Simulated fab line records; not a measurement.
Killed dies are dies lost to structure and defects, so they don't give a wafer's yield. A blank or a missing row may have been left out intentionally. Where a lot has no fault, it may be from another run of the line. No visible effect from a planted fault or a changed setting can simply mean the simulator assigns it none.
Chamber matching | flow nandHarc | NHARC_P_M1_DESCUM_14 on rieDiel-07: 4 sister chambers
The step chemistry O2, time 3 s. 4 wafers are shown with their chamber, then 11 later ones without.

WAFERS WITH THEIR CHAMBER
wafer  | chamber | showerheadPlenumPTorr (Torr)
L085.6 | 2       | 2.02
L086.2 | 3       | 1.93
L086.6 | 0       | 1.92
L088.1 | 1       | 1.81

WAFERS MISSING THEIR CHAMBER
wafer  | showerheadPlenumPTorr (Torr)
L088.2 | 2.02
L088.4 | 1.93
L094.1 | 1.92
L094.3 | 1.93
L094.5 | 1.92
L095.2 | 1.92
L095.4 | 2.01
L095.5 | 2.02
L097.2 | 1.81
L097.3 | 2.01
L097.6 | 1.81

CHAMBER TAKEN BY EACH
wafer  | from the rows above | in truth
L088.2 | 2                   | 2
L088.4 | 3                   | 3
L094.1 | 0                   | 0
L094.3 | 3                   | 3
L094.5 | 0                   | 0
L095.2 | 0                   | 0
L095.4 | 2                   | 2
L095.5 | 2                   | 2
L097.2 | 1                   | 1
L097.3 | 2                   | 2
L097.6 | 1                   | 1
11 of 11 placed correctly. Not placeable from these rows: 0. 0 placed wrongly.
How it was worked out, from the rows above alone: a wafer's distance from a chamber is the root of the sum, over the readings, of the square of ((its reading less the chamber's mean) divided by the reading's scatter). If the next closest chamber is less than 2 further off than the closest, the wafer can't be placed; otherwise it belongs to the closest. For every chamber, the mean is computed from those of its wafers that are shown. The scatter: root of mean squared gap, hidden wafer to nearest shown wafer, with one shown wafer a chamber.
